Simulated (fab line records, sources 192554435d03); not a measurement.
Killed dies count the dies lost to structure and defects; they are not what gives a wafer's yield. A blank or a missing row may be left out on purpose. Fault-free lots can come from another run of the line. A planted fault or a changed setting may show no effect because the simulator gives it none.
What tool caused it? | flow n5-finfet | 12 lots, 36 wafers sampled, at 1 step of a route of 1938

## WHAT EACH GAUGE READ, for each wafer
N5_BEOL_M3_CD_MEAS_28: target cd 25.7 nm, target cd y 23.3 nm.
lot  | measured     | on        | cd-nm (nm)
L075 | day 7 05:29  | cd-sem-01 | 25.41 25.85 25.38
L077 | day 7 18:21  | cd-sem-03 | 26.05 25.71 25.51
L079 | day 8 05:50  | cd-sem-01 | 25.13 25.69 25.61
L081 | day 8 23:30  | cd-sem-03 | 25.57 26.02 26.07
L083 | day 9 08:05  | cd-sem-02 | 25.55 25.79 25.94
L085 | day 9 23:34  | cd-sem-01 | 25.61 25.57 25.76
L087 | day 10 06:24 | cd-sem-03 | 25.95 25.73 25.54
L088 | day 11 00:47 | cd-sem-02 | 25.83 25.94 25.82
L093 | day 11 17:25 | cd-sem-02 | 25.55 25.90 25.62
L092 | day 11 22:28 | cd-sem-03 | 25.72 25.59 25.35
L095 | day 12 04:02 | cd-sem-03 | 25.49 25.53 25.41
L097 | day 13 16:30 | cd-sem-03 | 25.78 25.60 25.51

## WHAT TOOL EACH LOT RAN ON (gives the tool, then ch and the chambers of the sampled wafers, and finally the start)
Record: no process step prior to these readings.

## THE ANSWER, worked out from the rows above alone
Rule: the lots themselves supply what counts as usual. Put in order of their means at a reading, lots are off if they are a third of the lots or fewer, leave a main group of 4 or more, and stand apart from it by a gap of 3 or more times the standard deviation of the main group's means; of several such gaps the widest counts. Not used: any main group whose means are identical at the precision the tables above print for the reading. Also off: a lot with no number at a reading for which 4 or more lots have one. The other lots that the step has rows for count as sound.
No lot is off on any of the readings shown, so nothing can be concluded from this.

## WHAT THE SIMULATOR PUT IN
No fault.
